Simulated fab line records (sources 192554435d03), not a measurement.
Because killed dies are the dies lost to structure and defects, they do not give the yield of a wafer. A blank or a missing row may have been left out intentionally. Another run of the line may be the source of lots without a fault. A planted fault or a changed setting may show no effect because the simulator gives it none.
One fault seen from 2 desks / flow n5 finfet / each desk has only its own numbers; what lay behind them comes last

FROM THE METROLOGY DESK
What the gauges read, lot by lot, whatever tool the lot ran on: means of the sampled wafers that have a number. If a lot's mean is further than 4 standard deviations from the usual mean, the lot is out of limits and carries the mark OUT (the distance appears in the brackets). 7 of its 11 readings are shown, namely those furthest out on some lot.
Columns: A = FIN_CUT_OVL at N5_FIN_CUT_OVL_MEAS_09, usual 0.3 nm; B = DIBL_N at N5_BEOL_M4_RC_MEAS_101, usual 36.5 mV/V; C = DIBL_P at N5_BEOL_M4_RC_MEAS_101, usual 36.6 mV/V; D = IOFF_P at N5_BEOL_M4_RC_MEAS_101, usual 0.21 nA/um; E = SS_N at N5_BEOL_M4_RC_MEAS_101, usual 71.6 mV/dec; F = SS_P at N5_BEOL_M4_RC_MEAS_101, usual 73.4 mV/dec; G = VT_P at N5_BEOL_M4_RC_MEAS_101, usual -250 mV
lot=L987; first seen here=day 2 02:26; A=0.4; B=34.4; C=33.0; D=0.20; E=71.0; F=72.8; G=-249
lot=L989; first seen here=day 2 15:01; A=1.0; B=36.3; C=36.4; D=0.21; E=71.8; F=74.1; G=-252
lot=L990; first seen here=day 2 21:36; A=0.1; B=35.6; C=36.1; D=0.21; E=71.6; F=73.1; G=-251
lot=L992; first seen here=day 3 09:19; A=0.8; B=36.1; C=35.4; D=0.21; E=71.0; F=73.5; G=-249
lot=L993; first seen here=day 3 14:58; A=-0.2; B=35.6; C=36.1; D=0.21; E=72.5; F=72.9; G=-249
lot=L997; first seen here=day 4 14:34; A=1.1; B=36.4; C=37.5; D=0.18; E=71.8; F=73.5; G=-254
lot=L105; first seen here=day 6 13:44; A=-0.2; B=38.6; C=39.3; D=0.25; E=71.9; F=74.0; G=-250
lot=L108; first seen here=day 7 09:25; A=0.5; B=35.5; C=36.3; D=0.23; E=71.6; F=73.1; G=-246
lot=L109; first seen here=day 7 14:13; A=0.4; B=37.4; C=36.8; D=0.23; E=71.6; F=73.4; G=-249
lot=L110; first seen here=day 8 01:09; A=0.2; B=35.7; C=35.4; D=0.20; E=72.0; F=72.3; G=-251
Result from this desk: across the 10 lots, nothing is out of limits.

THE TOOL OWNER'S DESK: rie si-06
The tool's own readings at N5_FIN_CUT_CUT_ETCH_28 (etches Si in HBr/Cl2/O2, target depth 6 nm, time 2.4 s): means of the sampled wafers that have a number, for each lot that ran on this tool. If a lot's mean is further than 4 standard deviations from the usual mean, the lot is out of limits and carries the mark OUT (the distance appears in the brackets).
Columns: A = drypump motor current A at N5_FIN_CUT_CUT_ETCH_28, usual 5.6 A; B = oes_o_777_au at N5_FIN_CUT_CUT_ETCH_28, usual 0.99 a.u.; C = oes product au at N5_FIN_CUT_CUT_ETCH_28, usual 1.003 a.u.; D = throttle valve pct at N5_FIN_CUT_CUT_ETCH_28, usual 37.12 %
lot=L989; first seen here=day 2 15:52; A=5.7; B=0.98; C=0.993; D=36.93
lot=L990; first seen here=day 2 22:25; A=5.6; B=0.98; C=1.008; D=37.09
lot=L993; first seen here=day 3 15:43; A=5.5; B=0.99; C=1.026; D=37.20
lot=L997; first seen here=day 4 15:20; A=5.9; B=1.04; C=1.030; D=37.18
Result from this desk: across the 4 lots, nothing is out of limits.

BROUGHT TOGETHER
Metrology desk: nothing out of limits seen.
Nothing out of limits was seen by the tool owner's desk.

WHAT THE SIMULATOR HAD PUT IN
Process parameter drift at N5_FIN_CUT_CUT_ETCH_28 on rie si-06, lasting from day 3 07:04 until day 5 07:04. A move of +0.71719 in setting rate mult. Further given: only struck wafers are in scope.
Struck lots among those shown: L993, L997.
